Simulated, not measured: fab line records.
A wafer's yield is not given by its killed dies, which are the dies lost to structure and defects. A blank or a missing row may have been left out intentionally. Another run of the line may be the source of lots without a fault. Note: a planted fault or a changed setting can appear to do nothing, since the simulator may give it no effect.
Chamber matching    flow nandHarc    pecvd-02 running NHARC_P_GATE_DEP_103: 3 sister chambers
The step deposits SiON, target thk 30 nm. 14 wafers are shown with their chamber, then 7 later ones without.

== WAFERS, EACH WITH ITS CHAMBER ==
wafer   chamber  heaterPowerW (W)
L481.1  0        620
L481.3  2        800
L481.5  0        606
L483.1  1        864
L483.2  2        681
L483.4  0        742
L486.1  1        813
L486.5  2        819
L486.6  1        817
L487.1  2        787
L487.3  0        660
L487.5  0        664
L497.1  2        813
L497.2  0        637

SIGNATURES, as means of the wafers listed above
reading       chamber 0  chamber 1  chamber 2  scatter within a chamber
heaterPowerW  654.83     831.33     780.00     48.7
Rule: for each reading, subtract the chamber's mean from the wafer's reading, divide by that reading's scatter and square the result; add these up over the readings and take the root, which gives the wafer's distance from the chamber. The wafer belongs to the nearest chamber; if the next one is less than 2 further off, it can't be placed. How the scatter is found: for the shown wafers, subtract from each reading the mean of its chamber, square and add these, divide the total by (wafers less chambers), then take the root.

== WAFERS MISSING THEIR CHAMBER ==
wafer   heaterPowerW (W)
L497.6  793
L498.2  758
L498.5  773
L498.6  759
L499.1  818
L499.2  675
L499.5  780

== EACH ONE'S CHAMBER ==
wafer   from the rows above           in truth
L497.6  can't be placed: 2 or 1       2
L498.2  can't be placed: 2 or 1 or 0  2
L498.5  can't be placed: 2 or 1       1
L498.6  can't be placed: 2 or 1 or 0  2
L499.1  can't be placed: 1 or 2       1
L499.2  can't be placed: 0 or 2       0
L499.5  can't be placed: 2 or 1       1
Placed correctly: 0 of 7. From these rows, 7 cannot be placed; in 7 the true chamber is one of the candidates. Wrongly placed: 0.
